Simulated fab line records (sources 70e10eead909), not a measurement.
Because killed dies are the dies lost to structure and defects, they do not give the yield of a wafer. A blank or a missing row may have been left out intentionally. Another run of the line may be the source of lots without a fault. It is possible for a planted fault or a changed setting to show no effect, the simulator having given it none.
A struck lot beside a sound one    flow nand_harc    18 out of 1302 route steps
Sound: wafers L619.1, L619.3, L619.4. Wafers L625.2, L625.4, L625.5 were the ones struck. The cause comes at the end.
Per side, at each step with rows, come the tool, then ch with its chambers, and then its first start. Under that, the readings that differ: sound wafers    struck wafers    difference of the means    sigmas: that difference in standard deviations of wafers without a fault.
alike: readings whose means differ by less than 2 such deviations, and words and numbers that are the same on both sides. not compared: withheld readings, readings that some wafer has no value for, bounds like >300 that may hide the same value, and numbers for which the record gives no deviation and whose values overlap.
Wherever a step has rows on one side only, a row that says differs or no value, or a row with sigmas, the two part there. Non-overlapping numbers with no deviation appear without sigmas and do not part them. A reading missing from all wafers of one side parts the sides only when that side holds two or more wafers.

NHARC_P_GATE_CD_MEAS_46: the cd target is 720 nm.
  sound on cd_sem-01 ch 0, day 6 05:43; struck on cd_sem-02 ch 0, day 8 15:34
  alike: cd_nm
then, 1 step without rows for these wafers: NHARC_P_GATE_HARDBAKE_47 (time 80 s).
NHARC_P_GATE_DESCUM_48: chemistry O2, time 3 s.
  sound on rie_diel-08 ch 0,2,3, day 6 05:52; struck on rie_diel-06 ch 2,3, day 8 15:43
  alike: chamber_pressure_mTorr, drypump_motor_current_A, oes_product_au, rf_vpp_V, showerhead_plenum_p_Torr, throttle_valve_pct
  not compared: rf_hours_counter_h
then, 1 step without rows for these wafers: NHARC_P_GATE_IMPLANT_49.
NHARC_P_GATE_STRIP_111: strips in N2/H2, time 250 s.
  sound on plasma_asher-01 ch 0,1, day 6 06:17; struck on plasma_asher-02 ch 0, day 8 16:05
  alike: drypump_motor_current_A, heater_power_w
  not compared: rf_hours_counter_h
NHARC_P_GATE_STRIP_75: strips in O2.
  sound on plasma_asher-01 ch 0,1, day 6 06:33; struck on plasma_asher-02 ch 0, day 8 16:23
  alike: drypump_motor_current_A, heater_power_w
  not compared: rf_hours_counter_h
then, 6 steps without rows for these wafers: NHARC_P_GATE_STRIP_50 (strips in SPM, time 900 s); NHARC_P_GATE_DEHYDRATE_51 (time 120 s); NHARC_P_GATE_HMDS_52 (time 30 s); NHARC_P_GATE_COAT_53; NHARC_P_GATE_SOFTBAKE_54 (time 95 s); NHARC_P_GATE_EBR_55.
NHARC_P_GATE_EXPOSE_56: exposes mask P PSD, target cd 720 nm.
  sound on krf_scanner-04 ch 0, day 6 07:19; struck on krf_scanner-02 ch 0, day 8 17:02
reading  sound                    struck                   difference  sigmas
mask     P_PSD#0 P_PSD#0 P_PSD#0  P_NSD#0 P_NSD#0 P_NSD#0  differs     
then, 2 steps without rows for these wafers: NHARC_P_GATE_PEB_57 (peb time 85 s); NHARC_P_GATE_DEVELOP_58 (time 70 s).
NHARC_P_GATE_CD_MEAS_59: the cd target is 720 nm.
  sound on cd_sem-03 ch 0, day 6 07:29; struck on cd_sem-02 ch 0, day 8 17:11
reading     sound              struck  difference                     sigmas
cd_nm (nm)  721.3 720.3 719.8  - - -   no value on the struck wafers  
then, 1 step without rows for these wafers: NHARC_P_GATE_HARDBAKE_60 (time 80 s).
-- record jumps: 19 days between struck wafers' starts before vs after; left off in module P_GATE, resumes in module END, first step shown is number 1302 of the route --
NHARC_END_SORT_01:
  only the struck wafers appear in the record here, on prober-02 ch 0 at day 27 20:56; the sound ones have no rows

== WHERE THEY PART ==
Last at NHARC_END_SORT_01 as far as this record goes, first at NHARC_P_GATE_EXPOSE_56.

WHY: the cause the simulator had injected
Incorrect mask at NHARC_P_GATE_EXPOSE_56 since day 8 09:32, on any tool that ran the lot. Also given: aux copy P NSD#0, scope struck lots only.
